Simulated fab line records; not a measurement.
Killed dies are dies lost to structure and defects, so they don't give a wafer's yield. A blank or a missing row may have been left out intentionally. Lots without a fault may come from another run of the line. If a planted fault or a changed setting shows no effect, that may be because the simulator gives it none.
The tool behind it: which one? -- flow n5-finfet -- 11 lots, 32 wafers sampled, at 3 steps of a route of 1938

WHAT EACH GAUGE READ, for each wafer
N5_BEOL_M15_CD_MEAS_10 targets a cd of 360 nm.
lot,measured,on,cd-nm (nm)
L985,day 13 11:02,cd-sem-02,358.5 360.6 360.3
L986,day 14 04:00,cd-sem-02,363.8 361.5 361.2
L989,day 14 08:35,cd-sem-01,371.5 370.9 361.4
L984,day 15 01:35,cd-sem-02,361.6 369.5
L998,day 17 05:55,cd-sem-01,360.8 357.7 363.0
L999,day 17 20:52,cd-sem-03,362.8 357.7 359.6
L101,day 18 01:52,cd-sem-02,362.1 358.3 360.8
L102,day 18 02:17,cd-sem-03,359.5 361.8 359.4
L104,day 19 07:32,cd-sem-01,362.1 361.3 361.1
L105,day 19 08:39,cd-sem-02,360.8 358.9 360.6
L106,day 20 02:34,cd-sem-02,360.4 360.6 361.2

WHAT TOOL EACH LOT RAN ON (gives the tool, then ch and the chambers of the sampled wafers, and finally the start)
lot,N5_BEOL_M14_SPUTTER_45,N5_BEOL_M15_EXPOSE_07
L985,"pvd-sputter-01, day 13 09:11","krf-scanner-02 ch 0, day 13 10:52"
L986,"pvd-sputter-01, day 14 02:07","krf-scanner-01 ch 0, day 14 03:50"
L989,"pvd-sputter-02, day 14 06:21","krf-scanner-01 ch 0, day 14 08:25"
L984,"pvd-sputter-03, day 14 23:49","krf-scanner-01 ch 0, day 15 01:24"
L998,"pvd-sputter-01, day 17 04:08","krf-scanner-02 ch 0, day 17 05:44"
L999,"pvd-sputter-02, day 17 19:11","krf-scanner-02 ch 0, day 17 20:41"
L101,"pvd-sputter-02, day 18 00:14","krf-scanner-02 ch 0, day 18 01:42"
L102,"pvd-sputter-01, day 18 00:23","krf-scanner-01 ch 0, day 18 02:07"
L104,"pvd-sputter-01, day 19 05:46","krf-scanner-02 ch 0, day 19 07:22"
L105,"pvd-sputter-03, day 19 07:01","krf-scanner-02 ch 0, day 19 08:29"
L106,"pvd-sputter-01, day 20 00:46","krf-scanner-01 ch 0, day 20 02:25"
- N5_BEOL_M14_SPUTTER_45: material Cu, target thk 100 nm, time 16.67 s.
- N5_BEOL_M15_EXPOSE_07: exposes mask V14.

THE ANSWER, worked out from the rows above alone
Rule: what is usual is taken from the lots themselves. Put in order of their means at a reading, lots are off if they are a third of the lots or fewer, leave a main group of 4 or more, and stand apart from it by a gap of 3 or more times the standard deviation of the main group's means; of several such gaps the widest counts. The tables above print the reading to a certain number of digits; a main group whose means all agree to those digits is not used. Also off: a lot with no number at a reading for which 4 or more lots have one. All remaining lots with rows at the step are treated as sound.
Off at N5_BEOL_M15_CD_MEAS_10 (cd-nm): L989, L984. For the main group the mean is 360.6 nm and the standard deviation 0.72.
A tool fits if, at a process step before that reading, it ran every lot that is off, and no sound lot after the first of them. Those tools and the gauges at N5_BEOL_M15_CD_MEAS_10 are tried in the same way. Not one of the candidates tried fits.

WHAT THE SIMULATOR HAD PUT IN
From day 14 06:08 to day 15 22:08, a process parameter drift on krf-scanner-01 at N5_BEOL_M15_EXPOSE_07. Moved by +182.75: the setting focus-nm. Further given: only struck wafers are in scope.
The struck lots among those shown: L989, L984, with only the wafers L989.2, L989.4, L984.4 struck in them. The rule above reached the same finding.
